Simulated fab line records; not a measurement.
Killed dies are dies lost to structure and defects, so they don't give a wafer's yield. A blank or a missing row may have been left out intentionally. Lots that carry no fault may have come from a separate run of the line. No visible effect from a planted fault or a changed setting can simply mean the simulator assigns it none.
Split-lot study / flow n5 finfet / 7 lots, 21 wafers read, on a route of 1938 steps

## THE SPLIT
At N5_BEOL_M4_ETCH_64 (etches SOC in N2/H2, target depth 75 nm, overetch 22.5 nm, time 121.9 s), the setting time s was moved away from the recipe's 121.9 s on 7 of the 21 wafers read, by -18.7% to +15.4%. The other wafers ran this setting at the recipe's value.

The split's own step is where the reading is taken.

## THE READING
SiARC_of_BEOL_M4_COAT_62.thk nm (the simulator's own value, which no gauge read), in nm, at N5_BEOL_M4_ETCH_64 (etches SOC in N2/H2, target depth 75 nm, overetch 22.5 nm, time 121.9 s). The file gives no usual value for it. Here, 14 wafers ran the recipe; their average is 6.3 nm with a standard deviation of 0.14 nm.

wafer=L079.1; tool, chamber at the split=rie diel-03, 1,1,2; time s as run, s=121.9; against the recipe=recipe; SiARC_of_BEOL_M4_COAT_62.thk nm, nm=6.2; against lot-mates on the recipe=-
wafer=L079.4; tool, chamber at the split=rie diel-03, 1,1,2; time s as run, s=121.9; against the recipe=recipe; SiARC_of_BEOL_M4_COAT_62.thk nm, nm=6.2; against lot-mates on the recipe=-
wafer=L079.5; tool, chamber at the split=rie diel-03, 1,1,2; time s as run, s=121.9; against the recipe=recipe; SiARC_of_BEOL_M4_COAT_62.thk nm, nm=6.2; against lot-mates on the recipe=-
wafer=L081.2; tool, chamber at the split=rie diel-02, 2,3; time s as run, s=121.9; against the recipe=recipe; SiARC_of_BEOL_M4_COAT_62.thk nm, nm=6.2; against lot-mates on the recipe=-
wafer=L081.6; tool, chamber at the split=rie diel-02, 2,3; time s as run, s=121.9; against the recipe=recipe; SiARC_of_BEOL_M4_COAT_62.thk nm, nm=6.2; against lot-mates on the recipe=-
wafer=L081.3; tool, chamber at the split=rie diel-02, 0; time s as run, s=110.1; against the recipe=-9.7%; SiARC_of_BEOL_M4_COAT_62.thk nm, nm=7; against lot-mates on the recipe=+0.8
wafer=L083.1; tool, chamber at the split=rie diel-02, 1; time s as run, s=121.9; against the recipe=recipe; SiARC_of_BEOL_M4_COAT_62.thk nm, nm=6.4; against lot-mates on the recipe=-
wafer=L083.3; tool, chamber at the split=rie diel-02, 2; time s as run, s=140.7; against the recipe=+15.4%; SiARC_of_BEOL_M4_COAT_62.thk nm, nm=5.2; against lot-mates on the recipe=-1.0
wafer=L083.5; tool, chamber at the split=rie diel-02, 3; time s as run, s=121.9; against the recipe=recipe; SiARC_of_BEOL_M4_COAT_62.thk nm, nm=6; against lot-mates on the recipe=-
wafer=L090.1; tool, chamber at the split=rie diel-05, 0; time s as run, s=121.9; against the recipe=recipe; SiARC_of_BEOL_M4_COAT_62.thk nm, nm=6.2; against lot-mates on the recipe=-
wafer=L090.5; tool, chamber at the split=rie diel-05, 2; time s as run, s=132.2; against the recipe=+8.4%; SiARC_of_BEOL_M4_COAT_62.thk nm, nm=5.8; against lot-mates on the recipe=-0.4
wafer=L090.6; tool, chamber at the split=rie diel-05, 3; time s as run, s=132.2; against the recipe=+8.4%; SiARC_of_BEOL_M4_COAT_62.thk nm, nm=6; against lot-mates on the recipe=-0.2
wafer=L086.3; tool, chamber at the split=rie diel-02, 2; time s as run, s=121.9; against the recipe=recipe; SiARC_of_BEOL_M4_COAT_62.thk nm, nm=6.2; against lot-mates on the recipe=-
wafer=L086.5; tool, chamber at the split=rie diel-02, 2,3; time s as run, s=99.15; against the recipe=-18.7%; SiARC_of_BEOL_M4_COAT_62.thk nm, nm=7.2; against lot-mates on the recipe=+1.0
wafer=L086.6; tool, chamber at the split=rie diel-02, 2,3; time s as run, s=99.15; against the recipe=-18.7%; SiARC_of_BEOL_M4_COAT_62.thk nm, nm=7.2; against lot-mates on the recipe=+1.0
wafer=L091.1; tool, chamber at the split=rie diel-03, 2,1; time s as run, s=121.9; against the recipe=recipe; SiARC_of_BEOL_M4_COAT_62.thk nm, nm=6.2; against lot-mates on the recipe=-
wafer=L091.5; tool, chamber at the split=rie diel-03, 2,1; time s as run, s=121.9; against the recipe=recipe; SiARC_of_BEOL_M4_COAT_62.thk nm, nm=6.2; against lot-mates on the recipe=-
wafer=L091.2; tool, chamber at the split=rie diel-03, 0; time s as run, s=112.3; against the recipe=-7.9%; SiARC_of_BEOL_M4_COAT_62.thk nm, nm=6.4; against lot-mates on the recipe=+0.2
wafer=L092.4; tool, chamber at the split=rie diel-05, 3; time s as run, s=121.9; against the recipe=recipe; SiARC_of_BEOL_M4_COAT_62.thk nm, nm=6.6; against lot-mates on the recipe=-
wafer=L092.5; tool, chamber at the split=rie diel-05, 1,2; time s as run, s=121.9; against the recipe=recipe; SiARC_of_BEOL_M4_COAT_62.thk nm, nm=6.4; against lot-mates on the recipe=-
wafer=L092.6; tool, chamber at the split=rie diel-05, 1,2; time s as run, s=121.9; against the recipe=recipe; SiARC_of_BEOL_M4_COAT_62.thk nm, nm=6.4; against lot-mates on the recipe=-
Where a row lists several chambers, the file gives one row for several wafers and doesn't say which wafer went through which chamber.

THE FIT
A straight line over all 21 wafers: SiARC_of_BEOL_M4_COAT_62.thk nm changes by -0.0536 nm for each +1% of time s; r = -0.94; the points scatter about the line by 0.16 nm.
The same after taking each lot's own level away (the mean of its wafers on the recipe; 21 wafers): -0.0543 nm for each +1%; r = -0.96; scatter 0.13 nm.
That fit puts the effect of the largest move of time s on the reading at 1 nm.
The span of the lots' own levels, 6.20 to 6.47 nm, comes to 1.9 times the standard deviation stated above.
So the lot-to-lot level changes the slope little: the two slopes agree.
Check: +1.03 nm against its lot-mates is what the line predicts for one of the wafers moved furthest among these (-18.7%) when that wafer is left out of the fit. Against them it came out at +1 nm.

## OTHER SPLITS APPLIED TO THESE WAFERS
Other splits were also applied to these wafers ahead of the reading. Each is held against what the fit with the lots' levels taken away leaves over:
other split on the same wafers=N5_BEOL_M3_ETCH_64 time s; wafers away from the commonest value=6; r with SiARC_of_BEOL_M4_COAT_62.thk nm (lot level and that fit taken away)=+0.23
other split on the same wafers=N5_BEOL_M3_COAT_22 spin rpm; wafers away from the commonest value=9; r with SiARC_of_BEOL_M4_COAT_62.thk nm (lot level and that fit taken away)=-0.38
other split on the same wafers=N5_BEOL_M4_COAT_05 spin rpm; wafers away from the commonest value=6; r with SiARC_of_BEOL_M4_COAT_62.thk nm (lot level and that fit taken away)=-0.37

## THE WHOLE CHAIN: every reading that the file lists as answering this split, in the file's order
step=N5_BEOL_M4_ETCH_64; what it does=etches SOC in N2/H2, target depth 75 nm, overetch 22.5 nm, time 121.9 s; reading=SiARC_of_BEOL_M4_COAT_62.thk nm (the simulator's own value, which no gauge read); change (the file's fit)=-0.0565 nm for each +1% of the setting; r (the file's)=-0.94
step=N5_BEOL_M4_HM_OPEN_17; what it does=chemistry Cl2/BCl3, target TiN, target depth 20 nm, overetch 6 nm; reading=etch.depth nm (the simulator's own value, which no gauge read); change (the file's fit)=not straight: 19.88 at the lowest setting, 20 at the recipe, 18.05 at the highest; r (the file's)=not given

## THE FILE'S OWN FIT
SiARC_of_BEOL_M4_COAT_62.thk nm changes by -0.0565 nm for each +1% of time s, r = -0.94.
